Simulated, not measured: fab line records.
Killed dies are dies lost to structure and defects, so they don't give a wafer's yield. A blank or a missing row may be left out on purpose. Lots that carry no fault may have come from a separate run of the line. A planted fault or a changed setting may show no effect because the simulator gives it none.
Lot-split experiment + flow n5_finfet + 7 lots, 21 wafers read, on a route of 1938 steps

== THE SPLIT ==
At N5_SD_EPI_N_ETCH_16 (etches SiO2 in CHF3/O2, target depth 5 nm), the setting target_depth_a was moved away from the recipe's 50 angstrom on 6 of the 21 wafers read, by -5.9% to +10.0%. For the rest of the wafers, this setting stayed at what the recipe calls for.

The reading is taken at the split's own step.

== THE READING ==
etch.depth_nm (the simulator's own value, which no gauge read), in nm, at N5_SD_EPI_N_ETCH_16 (etches SiO2 in CHF3/O2, target depth 5 nm). The file gives no usual value for it. Average 5.001 nm, standard deviation 0.094 nm, over the 15 wafers here run with the recipe.

| wafer  | tool, chamber at the split | target_depth_a as run, angstrom | against the recipe | etch.depth_nm, nm | against lot-mates on the recipe |
|--------|----------------------------|---------------------------------|--------------------|-------------------|---------------------------------|
| L078.3 | rie_diel-04, 2             | 47.05                           | -5.9%              | 4.602             | -0.330                          |
| L078.4 | rie_diel-04, 0             | 47.05                           | -5.9%              | 4.733             | -0.199                          |
| L078.6 | rie_diel-04, 2             | 50                              | recipe             | 4.932             | -                               |
| L080.1 | rie_diel-02, 2             | 50                              | recipe             | 4.933             | -                               |
| L080.5 | rie_diel-02, 1             | 50                              | recipe             | 5.012             | -                               |
| L080.6 | rie_diel-02, 2             | 54.99                           | +10.0%             | 5.394             | +0.421                          |
| L085.1 | rie_diel-04, 0             | 50                              | recipe             | 5.086             | -                               |
| L085.4 | rie_diel-04, 3             | 50                              | recipe             | 5.113             | -                               |
| L085.5 | rie_diel-04, 2             | 50                              | recipe             | 4.9               | -                               |
| L086.3 | rie_diel-04, 0             | 48.23                           | -3.5%              | 4.756             | -0.259                          |
| L086.5 | rie_diel-04, 1             | 50                              | recipe             | 5.084             | -                               |
| L086.6 | rie_diel-04, 0             | 50                              | recipe             | 4.947             | -                               |
| L091.2 | rie_diel-03, 2             | 50                              | recipe             | 5.048             | -                               |
| L091.3 | rie_diel-03, 0             | 50                              | recipe             | 5.124             | -                               |
| L091.5 | rie_diel-03, 0             | 50                              | recipe             | 5.142             | -                               |
| L094.3 | rie_diel-04, 3             | 54.26                           | +8.5%              | 5.47              | +0.601                          |
| L094.5 | rie_diel-04, 2             | 50                              | recipe             | 4.869             | -                               |
| L094.6 | rie_diel-04, 1             | 54.26                           | +8.5%              | 5.407             | +0.538                          |
| L095.3 | rie_diel-04, 2             | 50                              | recipe             | 4.856             | -                               |
| L095.4 | rie_diel-04, 2             | 50                              | recipe             | 4.923             | -                               |
| L095.6 | rie_diel-04, 3             | 50                              | recipe             | 5.048             | -                               |

THE FIT
A straight line over all 21 wafers: etch.depth_nm changes by +0.0499 nm for each +1% of target_depth_a; r = +0.91; the points scatter about the line by 0.092 nm.
The same after taking each lot's own level away (the mean of its wafers on the recipe; 21 wafers): +0.0547 nm for each +1%; r = +0.94; scatter 0.08 nm.
That fit puts the effect of the largest move of target_depth_a on the reading at 0.55 nm.
From 4.8690 to 5.1047 nm: that is the span of the lots' own levels, equal to 2.5 times the standard deviation above.
The two slopes are in agreement: the lot-to-lot level therefore moves the slope only a little.
Check: +0.615 nm against its lot-mates is what the line predicts for one of the wafers moved furthest among these (+10.0%) when that wafer is left out of the fit. It came out at +0.421 nm against them.

== THESE WAFERS: OTHER SPLITS ==
Other splits were also applied to these wafers ahead of the reading. Each is held against what the fit with the lots' levels taken away leaves over:
| other split on the same wafers | wafers away from the commonest value | r with etch.depth_nm (lot level and that fit taken away) |
|--------------------------------|--------------------------------------|----------------------------------------------------------|
| N5_ZERO_LAYER_PECVD_02 time_s  | 6                                    | -0.13                                                    |
| N5_FIN_SAQP_ALD_61 ald_cycles  | 7                                    | +0.18                                                    |
| N5_DUMMY_GATE_CVD_03 temp_c    | 12                                   | +0.02                                                    |
| N5_SD_EPI_N_PEB_07 peb_time_s  | 7                                    | +0.07                                                    |

== FILE'S OWN FIT ==
etch.depth_nm changes by +0.0526 nm for each +1% of target_depth_a, r = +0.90.
